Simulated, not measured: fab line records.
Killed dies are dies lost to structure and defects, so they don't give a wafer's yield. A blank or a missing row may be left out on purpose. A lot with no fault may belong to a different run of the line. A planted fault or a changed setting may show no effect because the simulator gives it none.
fab line records | flow n5Finfet
record: lots: 3 | wafers: 9 | lastDay: 17
route steps=1938 shown BEOL_M4@1099 BEOL_M5@1112 BEOL_M11@1554 PASSIVATION@1936
lots untouched by any fault: they come from a run of this same line in which no faults occurred
startH: hours from the record's first day to the start of the lot's first wafer shown | waitH: how many hours have passed since the lot's step before this one | " identical to the entry in the row above | L1.1+2: a single row standing in for several wafers | - either no value or no given start | * or withheld: withheld | < > ~ a bound
route shown NAME@n: names a module that has steps shown in the file, with the first one's number in the route | usual: average and standard deviation across the fault-free wafers | same: alike in all rows | chamber/n: place in a boat | sites: the reading at each site | _std_site: standard deviation of those values | _edge_site: mean of outer sites minus mean of inner sites | radiusMm: for every site, how far away it sits from the centre of the wafer | mask NAME#n: copy n | behind: the most recent tool/chamber to have shaped the wafer | hold: why the lot went on hold/how many hours it stayed there/how the hold came to an end | device: transistor that didn't switch, given as n, p or np | end of line: the route-end tests of the same wafers | where a step has no rows: the recipe by itself | killed: count of dies lost to structure and defects at first sort (not the wafer's yield) | map: shows each die of a wafer: x if killed, . if not, _ if none is there
set.NAME: setting as actually run; set.NAME@STEP: the setting as run at that earlier step | model.NAME: the simulator's own value behind a step, which no gauge read
lots at selected steps of the route; one table per step, one row per wafer
services: the hour from which a tool's chamber was out of use, counted from the record's first day as startH (under 0 if before that day), plus the number of hours and why
== steps ==
step: N5_BEOL_M4_ANNEAL_95
recipe: tempC: 400 | timeS: 240 | ambient: vacuum
step: N5_BEOL_M4_SPUTTER_96
recipe: material: Cu | targetThkA: 45 | tempC: -20 | chamberPressurePa: 0.07 | powerW: withheld | timeS: 8.29
step: N5_BEOL_M4_ECD_50
recipe: material: Cu | targetThkA: 3000
step: N5_BEOL_M4_ANNEAL_51
recipe: tempC: 225 | timeS: 90 | ambient: N2
step: N5_BEOL_M4_CMP_52
recipe: stopOn: SiOC | tOverpolishS: 6.8 | downForcePsi: 1 | platenRpm: 50 | clearingPlatenDownForcePsi: 1.5 | clearingPlatenRpm: 50 | postCmpClean: cuAlkaline | targetThkNm: 40 | clearingPlatenPadVelocityMS: 0.99484 | padVelocityMS: 0.99484
step: N5_BEOL_M4_PRE_CLEAN_60
recipe: gas: NH3/H2 | timeS: 15 | tempC: * | rfPowerW: 300
step: N5_BEOL_M4_CO_CAP_55
recipe: material: Co | targetThkA: 20 | tempC: 200 | precursor: CCTBA/H2 | pressureTorr: 30 | timeS: 102.1
step: N5_BEOL_M4_PRE_CLEAN_56
recipe: gas: NH3 | timeS: 15 | tempC: withheld | rfPowerW: 300
step: N5_BEOL_M4_DEP_57
recipe: material: SiCN | targetThkA: 80 | tempC: withheld | precursor: 3MS/NH3 | pressureTorr: 3 | rfW: 202 | timeS: 14
step: N5_BEOL_M4_RC_MEAS_101
usual: DIBL_N: 36.8/2.2 | DIBL_P: 37.0/2.8 | IOFF_N: 0.18/0.043 | IOFF_P: 0.23/0.05 | ION_N: 680/14 | ION_P: 466/9.1 | SS_N: 71.7/0.74 | SS_P: 73.5/0.79 | VT_N: 248/4 | VT_P: -249/4.1
lot.wafer | tool      | chamber | startH | waitH | DIBL_N[mV/V] | DIBL_P[mV/V] | IOFF_N[nA/um] | IOFF_P[nA/um] | ION_N[uA/um] | ION_P[uA/um] | SS_N[mV/dec] | SS_P[mV/dec] | VT_N[mV] | VT_P[mV]
L413.1    | prober-01 | 0       | 230.83 | 0.0   | 37.5         | 37.8         | 0.20          | 0.26          | 682          | 465          | 71.9         | 74.0         | 247      | -246
L413.3    | "         | 0       | "      | "     | 33.7         | 33.3         | 0.12          | 0.18          | 662          | 459          | 70.4         | 72.1         | 252      | -252
L413.6    | "         | 0       | "      | "     | 36.7         | 36.0         | 0.17          | 0.23          | 667          | 462          | 72.1         | 73.5         | 248      | -247
L419.1    | prober-01 | 0       | 253.26 | 0.0   | 31.9         | 30.1         | 0.09          | 0.16          | 634          | 451          | 70.6         | 73.1         | 260      | -252
L419.2    | "         | 0       | "      | "     | 35.7         | 34.7         | 0.15          | 0.23          | 674          | 467          | 71.0         | 73.3         | 250      | -249
L419.3    | "         | 0       | "      | "     | 36.2         | 35.9         | 0.16          | 0.24          | 673          | 468          | 71.7         | 73.4         | 249      | -247
L426.2    | prober-01 | 0       | 298.72 | 0.2   | 38.4         | 39.8         | 0.21          | 0.26          | 689          | 471          | 72.2         | 74.4         | 245      | -248
L426.5    | "         | 0       | "      | "     | 38.1         | 39.8         | 0.21          | 0.26          | 688          | 467          | 71.1         | 72.8         | 245      | -250
L426.6    | "         | 0       | "      | "     | 36.6         | 39.8         | 0.18          | 0.27          | 691          | 478          | 71.0         | 73.4         | 247      | -247
step: N5_BEOL_M5_ILD_DEP_00
recipe: material: SiCOH_lowk | targetThkA: 1406.4 | tempC: 300 | precursor: DEMS/porogen | pressureTorr: 5 | rfW: 500 | timeS: 25.9
step: N5_BEOL_M5_CURE_79
recipe: tempC: 385 | timeS: 240 | ambient: He/Ar | material: SiCOH_lowk
step: N5_BEOL_M5_PECVD_70
recipe: material: SiO2 | targetThkA: 160 | tempC: 400 | precursor: TEOS/O2 | pressureTorr: 5.5 | rfW: 450 | teosFlowSccm: 53.8 | gas: O2 | flowSccm: 3000 | timeS: 18
step: N5_BEOL_M5_HM_DEP_02
recipe: material: TiN | targetThkA: 200 | tempC: 25 | chamberPressurePa: 0.49996
step: N5_BEOL_M5_COAT_59
recipe: resist: SOC | tempC: 250 | timeS: 60 | spinRpm: 1500 | resistThkNm: 60
step: N5_BEOL_M5_COAT_60
recipe: resist: SiARC | tempC: 220 | timeS: 60 | spinRpm: 1500 | resistThkNm: 12
step: N5_BEOL_M5_COAT_71
recipe: resist: underlayer | tempC: 205 | timeS: 60 | spinRpm: 1500 | resistThkNm: 5
step: N5_BEOL_M5_COAT_05
recipe: resist: CAR-EUV | spinRpm: 1500 | resistThkNm: 30
step: N5_BEOL_M5_EBR_07
recipe: solvent: PGMEA | ebrWidthMm: 1.5
step: N5_BEOL_M5_SOFTBAKE_06
recipe: tempC: 110 | timeS: 60 | resist: CAR-EUV
step: N5_BEOL_M5_EXPOSE_08
recipe: maskId: M5 | na: 0.33 | sourceShape: annular | sigmaInner: 0.4 | sigmaOuter: 0.8 | polarization: unpolarized | targetCdNm: 28 | doseMj: 35.75
step: N5_BEOL_M5_PEB_09
recipe: pebTempC: 100 | pebTimeS: 60 | resist: CAR-EUV
step: N5_BEOL_M5_DEVELOP_10
recipe: developTimeS: 30 | developer: TMAH | resist: CAR-EUV | rinseLiquid: surfactantRinse | dry: airSpin | devTempC: 23
step: N5_BEOL_M5_DESCUM_16
recipe: chemistry: O2 | timeS: 7 | sourcePowerW: 50 | biasPowerW: 20 | pressureMtorr: 20 | rfFrequencyHz: 2.712e+07 | tempC: 40 | resist: CAR-EUV | o2FlowSccm: 225
step: N5_BEOL_M5_ETCH_72
recipe: chemistry: N2/H2 | target: underlayer | targetDepthA: 65 | maskMaterial: CAR-EUV | timeS: 5.2 | ionEnergyEv: 200 | pressureMtorr: 30 | sourceW: 840 | biasW: 150 | n2FlowSccm: 200 | h2FlowSccm: 200 | ends: cleared
step: N5_BEOL_M5_ETCH_61
recipe: chemistry: CF4 | target: SiARC | targetDepthA: 156 | maskMaterial: CAR-EUV | timeS: 26 | ionEnergyEv: 80 | pressureMtorr: 40 | sourceW: 545 | biasW: 36 | Ar_flow_sccm: 100 | cf4FlowSccm: 100 | ends: cleared
step: N5_BEOL_M5_ETCH_62
recipe: chemistry: N2/H2 | target: SOC | targetDepthA: 750 | overetchA: 150 | maskMaterial: SiARC | tempC: 40 | timeS: 112.5 | ionEnergyEv: 200 | pressureMtorr: 30 | sourceW: 840 | biasW: 150 | n2FlowSccm: 200 | h2FlowSccm: 200
step: N5_BEOL_M5_STRIP_63
recipe: chemistry: N2/H2 | tempC: 40 | n2FlowSccm: 200 | h2FlowSccm: 200 | rfFrequencyHz: 6e+07
step: N5_BEOL_M5_STRIP_73
recipe: chemistry: N2/H2 | tempC: 40 | n2FlowSccm: 200 | h2FlowSccm: 200 | rfFrequencyHz: 6e+07
step: N5_BEOL_M5_STRIP_64
recipe: chemistry: CF4 | resist: SiARC | powerW: 300 | biasPowerW: 75 | pressureMtorr: 50 | cf4FlowSccm: 150 | rfFrequencyHz: 6e+07
step: N5_BEOL_M5_HM_OPEN_17
recipe: chemistry: Cl2/BCl3 | targetDepthA: 200 | overetchA: 60 | target: TiN | maskMaterial: SOC | ionEnergyEv: 150 | pressureMtorr: 10 | icpW: 1000 | biasW: 126 | Cl2_flow_sccm: 53.25 | bcl3FlowSccm: 21.75 | Ar_flow_sccm: 25
step: N5_BEOL_M5_STRIP_19
recipe: chemistry: O2 | powerW: 400 | tempC: 40 | pressureMtorr: 30 | rfFrequencyHz: 6e+07 | biasPowerW: 0 | overashFraction: 0.2 | o2FlowSccm: 225
step: N5_BEOL_M5_COAT_65
recipe: resist: SOC | tempC: 250 | timeS: 60 | spinRpm: 1500 | resistThkNm: 60
step: N5_BEOL_M5_COAT_66
recipe: resist: SiARC | tempC: 220 | timeS: 60 | spinRpm: 1500 | resistThkNm: 12
step: N5_BEOL_M11_ETCH_62
recipe: chemistry: N2/H2 | target: SOC | targetDepthA: 1100 | overetchA: 220 | maskMaterial: SiARC | tempC: 40 | timeS: 165 | ionEnergyEv: 200 | pressureMtorr: 30 | sourceW: 840 | biasW: 150 | n2FlowSccm: 200 | h2FlowSccm: 200
usual: drypumpMotorCurrentA: 5.8/0.41 | oesProductAu: 0.67/0.078 | rfVppV: 524.1/2.2 | showerheadPlenumPTorr: 2.55/0.075 | throttleValvePct: 17.9/0.35
lot.wafer | tool       | chamber | startH | waitH | drypumpMotorCurrentA | oesProductAu | rfHoursCounterH | rfVppV | showerheadPlenumPTorr | throttleValvePct | model.etch.depthNm | model.SiARC_of_BEOL_M11_COAT_60.thkNm
L413.1    | rieDiel-02 | 0       | 287.70 | 0.0   | 5.9                  | 0.75         | 19              | 525.9  | 2.62                  | 17.7             | 100.1              | 22.8
L413.3    | "          | 1       | "      | "     | 5.7                  | 0.59         | 224             | 519.9  | 2.40                  | 18.2             | 100.3              | 24
L413.6    | "          | 0       | "      | "     | 5.9                  | 0.76         | -               | 524.9  | 2.62                  | 17.7             | 100.1              | 22.6
L419.1    | rieDiel-02 | 3       | 306.57 | 0.0   | 5.8                  | 0.68         | 248             | 522.4  | 2.49                  | 18.5             | 93.24              | 25.4
L419.2    | "          | 2       | "      | "     | 6.0                  | 0.61         | 217             | 526.3  | 2.63                  | 18.2             | 100.1              | 23.4
L419.3    | "          | 0       | "      | "     | 6.0                  | 0.74         | 25              | 524.4  | 2.61                  | 17.7             | 100.1              | 22.6
L426.2    | rieDiel-01 | 2       | 357.54 | 0.0   | 5.5                  | 0.67         | 125             | 524.6  | 2.57                  | 18.4             | 100.4              | 23.2
L426.5    | "          | 1       | "      | "     | 5.7                  | 0.72         | -               | 521.3  | 2.48                  | 17.5             | 100.2              | 23.8
L426.6    | "          | 2       | "      | "     | 5.4                  | 0.67         | -               | 522.3  | 2.57                  | 18.4             | 100.3              | 23.2
step: N5_BEOL_M11_CD_MEAS_18
recipe: pitchNm: 140 | targetCdNm: 70
usual: cdNm: 69.9/0.82
lot.wafer | tool     | chamber | startH | waitH | cdNm
L413.1    | cdSem-02 | -       | 288.24 | 0.1   | 69.1
L413.3    | "        | -       | "      | "     | 68.5
L413.6    | "        | -       | "      | "     | 70.1
L419.1    | cdSem-02 | -       | 306.95 | 0.1   | -
L419.2    | "        | -       | "      | "     | 71.2
L419.3    | "        | -       | "      | "     | 70.6
L426.2    | cdSem-02 | -       | 357.91 | 0.1   | 70.9
L426.5    | "        | -       | "      | "     | 69.0
L426.6    | "        | -       | "      | "     | 70.4
step: N5_BEOL_M11_VIA_ETCH_34
recipe: chemistry: C4F6/O2 | target: SiCOH_lowk | targetDepthA: 1845 | maskMaterial: SOC | taperDeg: 4 | timeS: 69.2 | ionEnergyEv: 250 | pressureMtorr: 30 | sourceW: 345 | biasW: 185 | Ar_flow_sccm: 300 | C4F6_flow_sccm: 10 | O2_flow_sccm: 10
usual: drypumpMotorCurrentA: 6.0/0.37 | oesProductAu: 0.76/0.086 | rfVppV: 664/21 | showerheadPlenumPTorr: 2.86/0.084 | throttleValvePct: 20.93/0.28
same: timeS: 69.2
lot.wafer | tool       | chamber | startH | waitH | drypumpMotorCurrentA | oesProductAu | rfHoursCounterH | rfVppV | showerheadPlenumPTorr | throttleValvePct
L413.1    | rieDiel-03 | 1       | 288.95 | 0.0   | 5.7                  | 0.70         | 201             | 651    | 2.80                  | 21.16
L413.3    | "          | 3       | "      | "     | 6.6                  | 0.84         | 66              | 670    | 3.00                  | 20.78
L413.6    | "          | 0       | "      | "     | 6.1                  | 0.73         | -               | 645    | 2.93                  | 20.70
L419.1    | rieDiel-03 | 2       | 307.84 | 0.0   | 6.4                  | 0.28         | 202             | 674    | 2.82                  | 20.74
L419.2    | "          | 1       | "      | "     | 5.7                  | 0.70         | 206             | 651    | 2.80                  | 21.16
L419.3    | "          | 0       | "      | "     | 6.1                  | 0.71         | 199             | 645    | 2.92                  | 20.72
L426.2    | rieDiel-01 | 3       | 358.69 | 0.0   | 6.3                  | 0.92         | 26              | 657    | 2.77                  | 20.48
L426.5    | "          | 0       | "      | "     | 5.1                  | 0.69         | -               | 650    | 2.93                  | 20.96
L426.6    | "          | 1       | "      | "     | 5.6                  | 0.86         | -               | 621    | 2.76                  | 20.43
step: N5_BEOL_M11_OCD_MEAS_38
usual: trenchDepthNm: 148/4.2
lot.wafer | tool   | chamber | startH | waitH | trenchDepthNm
L413.1    | ocd-01 | -       | 289.23 | -     | 146
L413.3    | "      | -       | "      | "     | 142
L413.6    | "      | -       | "      | "     | 143
L419.1    | ocd-01 | -       | 308.12 | -     | 2
L419.2    | "      | -       | "      | "     | 146
L419.3    | "      | -       | "      | "     | 145
L426.2    | ocd-02 | -       | 358.97 | -     | 149
L426.5    | "      | -       | "      | "     | 150
L426.6    | "      | -       | "      | "     | 148
step: N5_BEOL_M11_CD_MEAS_35
recipe: targetCdNm: 70 | polarity: opening
usual: cdNm: 69.9/0.85
lot.wafer | tool     | chamber | startH | waitH | cdNm
L413.1    | cdSem-03 | -       | 289.39 | 0.0   | 69.3
L413.3    | "        | -       | "      | "     | 69.3
L413.6    | "        | -       | "      | "     | 70.1
L419.1    | cdSem-02 | -       | 308.28 | 0.0   | -
L419.2    | "        | -       | "      | "     | 71.5
L419.3    | "        | -       | "      | "     | 70.2
L426.2    | cdSem-03 | -       | 359.12 | 0.0   | 71.3
L426.5    | "        | -       | "      | "     | 69.1
L426.6    | "        | -       | "      | "     | 70.3
step: N5_PASSIVATION_PROBE_49
usual: defectLimitedYield: 91.4/1.5 | killed_at_M0_to_M3: 36/11 | killed_at_M4_up: 14/6 | killedAtContacts: 11/6 | killedAtFrontEnd: 37/11 | killedAtOther: 4/3.4 | killedDies: 102/18 | killedOnRim: 13/3.5 | killedOpen: 66/13 | killedShort: 34/7.8 | sort_bin_5_function: 5.0/0.97 | sort_bin_6_memory: 3.2/0.7 | sort_bin_8_speed: 0.0/0.38 | sortNPass: 1078/19 | sortYieldPct: 91.3/1.6
same: grossDies: 1180 | killedAtBackSide: 0 | sort_bin_4_leakage[%]: 0
lot.wafer | tool      | chamber | startH | waitH | defectLimitedYield[%] | killed_at_M0_to_M3 | killed_at_M4_up | killedAtContacts | killedAtFrontEnd | killedAtOther | killedDies | killedOnRim | killedOpen | killedShort | sort_bin_5_function[%] | sort_bin_6_memory[%] | sort_bin_8_speed[%] | sortNPass | sortYieldPct[%]
L419.1    | prober-02 | -       | 352.94 | 0.0   | 2.6                   | 45                 | 1057            | 9                | 30               | 8             | 1149       | 136         | 61         | 48          | 93.7                   | 3.2                  | 0                   | 31        | 2.6
killed by level:class
L419.1 BEOL_M11:areaEtch=1040 BEOL_M0_SAQP:geometricParticle:open=8 BEOL_M4:geometricParticle:open=8 BEOL_M3:geometricParticle:open=8 FIN_SAQP:geometricParticle:short=7 MOL_CONTACT_COAG:geometricParticle:open=7 BEOL_M0_SAQP:geometricParticle:short=7 STI_FIN_REVEAL:geometricParticle:open=6
map L419.1 (x killed, . not)
_________________..xx.xxxxxxx________________
______________.xxx.xxxxxxxxx.xxx_____________
___________.xxx..x.xxxxxxxxxxxxxxxx__________
__________...x..xxxx.xxxxxxxxxxxxxxx_________
________..xxxxxxxxxxxxxxxxxxxxxxxxxxxx_______
_______xx.xxxxxxxxxxxxxxxxxxxxxxxxxxxxx______
______xx.xxxxxxxxxxxxxxxxxxxxxxxxxxxxxxx_____
_____xxx.xxxxxxxxxxxxxxxxxxxxxxxxxxxxxxxx____
____xxxxxxxxxxxxxxxxxxxxxxxxxxxxxxxxxxxxxx___
___xxxxxxx.xxxxxxxxxxxxxxxxxxxxxxxxxxxxxxxx__
___xxxxxxxxxxxxxxxxxxxxxxxxxxxxxxxxxxxxxxxx__
__xxxxxxxxxxxxxxxxxxxxxxxxxxxxxxxxxxxxxxxxxx_
__xxxxxxxxxxxxxxxxxxxxxxxxxxxxxxxxxxx.xxxxxx_
_xxxxxxxxxxxxxxxxxxxxxxxxxxxxxxxxxxxxxxxxxxxx
_.xxxxxxxxxxxxxxxxxxxxxxxxxxxxxxxxxxxxxxxxxxx
_xxxxxxxxxxxxxxxxxxxxxxxxxxxxxxxxxxxxxxxxxxxx
_xxxxxxxxxxxxxxxxxxxxxxxxxxxxxxxxxxxxxxxxxxxx
_xxxxxxxxxxxxxxxxxxxxxxxxxxxxxxxxxxxxxxxxxxxx
_xxxxxxxxxxxxxxxxxxxxxxxxxxxxxxxxxxxxxxxxxxxx
_.xxxxxxxxxxxxxxxxxxxxxxxxxxxxxxxxxxxxxxxxxxx
_xxxxxxxxxxxxxxxxxxxxxxxxxxxxxxxxxxxxxxxxxxxx
__xxxxxxxxxxxxxxxxxxxxxxxxxxxxxxxxxxxxxxxxxx_
__xxxxxxxxxxxxxxxxxxxxxxxxxxxxxxxxxxxxxxxxxx_
___xxxxxxxxxxxxxxxxxxxxxxxxxxxxxxxxxxxxxxxx__
___xxxxxxxxxxxxxxxxxxxxxxxxxxxxxxxxxxxxxxxx__
____xxxxxxxxxxxxxxxxxxxxxxxxxxxxxxxxxx.xxx___
_____xxxxxxxxxxxxxxxxxxxxxxxxxxxxxxxxxxxx____
______xxxxxxxxxxxxxxxxxxxxxxxxxxxxxxxxxx_____
_______xxxxxxxxxxxxxxxxxxxxxxxxxxxxxx..______
________xxxxxxxxxxxxxxxxxxxxxxxxxx.x.._______
__________xxxxxxxxxxxxxxxxxxxxxxxxxx_________
___________xxxxxxxxxxxxxxxxxxxxxxxx__________
______________xxxxxxxxxxxxxxxxxx_____________
_________________xxxxxxxxxxxx________________
map L413.1 (x killed, . not)
_________________............________________
______________..x...x......x...._____________
___________....x.....x.............__________
__________...x..x........x.........._________
________.........x..xx...x.x.....x...._______
_______.x..............................______
______....x...x..x...........x........x._____
_____......................x.......x....x____
____..xxxx...x...............xx...........___
___........................x......x........__
___.....x.x.x...................x.x........__
__...................x.....................x_
__x.................x..x....x..x............_
_.........x.......x....x.....................
_...........x...................x..........x.
_............x..........x................x...
_....................x..........x......x....x
_......x..x...............................xx.
_...........x.......x.....................x..
_....xx..................x..............x....
_.....x..................x.x...x..x..........
__...............x........x.......xx........_
__.....x......x........x.x.................._
___.....x......x.x.........x.......xx..x...__
___..........x.........x..................x__
____..x.....x....x..................x.x..x___
_____...................x....x...x.......____
______x.........x..........x............_____
_______....x..................xx.......______
________......x.....x................._______
__________x..............x.........._________
___________....x...................__________
______________.....x.x...x...x.._____________
_________________x.........x.________________
== services ==
tool       | chamber | startH | hours | kind
rieDiel-03 | -       | 283.25 | 0.1   | repair
rieDiel-03 | 1       | 299.40 | 1.6   | repair
rieDiel-02 | 1       | 311.81 | 7.9   | repair
rieDiel-02 | 3       | 314.33 | 6.4   | repair
rieDiel-02 | 3       | 320.94 | -     | clean
rieDiel-02 | 3       | 320.94 | -     | consumableReplace:focusRing
rieDiel-02 | 3       | 320.94 | 25.9  | scheduledDown
rieDiel-02 | 3       | 320.94 | 25.9  | ventCycle
rieDiel-01 | 2       | 344.05 | 3.6   | repair
rieDiel-02 | 3       | 358.48 | 9.0   | repair
== key ==
firstSign: step: N5_BEOL_M11_CD_MEAS_18 | reading: cdNm | direction: missing
effect: step: N5_BEOL_M11_VIA_ETCH_34 | reading: oesProductAu | direction: down | sigmas: 5.6 | usual: 0.76 | struck: 0.28
effect: step: N5_BEOL_M11_OCD_MEAS_38 | reading: trenchDepthNm | direction: down | sigmas: 34 | usual: 148 | struck: 2
effect: step: N5_BEOL_M11_CD_MEAS_35 | reading: cdNm | direction: missing
effect: step: N5_PASSIVATION_PROBE_49 | reading: killed_at_M4_up | direction: up | sigmas: 99+ | usual: 14 | struck: 1057
modelEffect: step: N5_BEOL_M11_ETCH_62 | value: etch.depthNm | without: 100.2 | struck: 93.24
moreKillsBornAt: N5_BEOL_M11_ETCH_62@rieDiel-02: 1040
metAt N5_BEOL_M11_ETCH_62
struckWafers L419.1
laterRowsLeftOut L419.1
onsetBetween 287.70 306.57
fault: kind: processParameterDrift | tool: rieDiel-02 | chamber: - | onsetH: 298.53 | steps: N5_BEOL_M11_ETCH_62 | channel: timeS | offset: * | shape: step | endH: 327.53 | scope: struckWafersOnly | actsIn: * | stated: *
laterRowsLeftOut: the simulator's readings of these wafers behind a module that went badly wrong aren't trusted and aren't shown, but for the sort
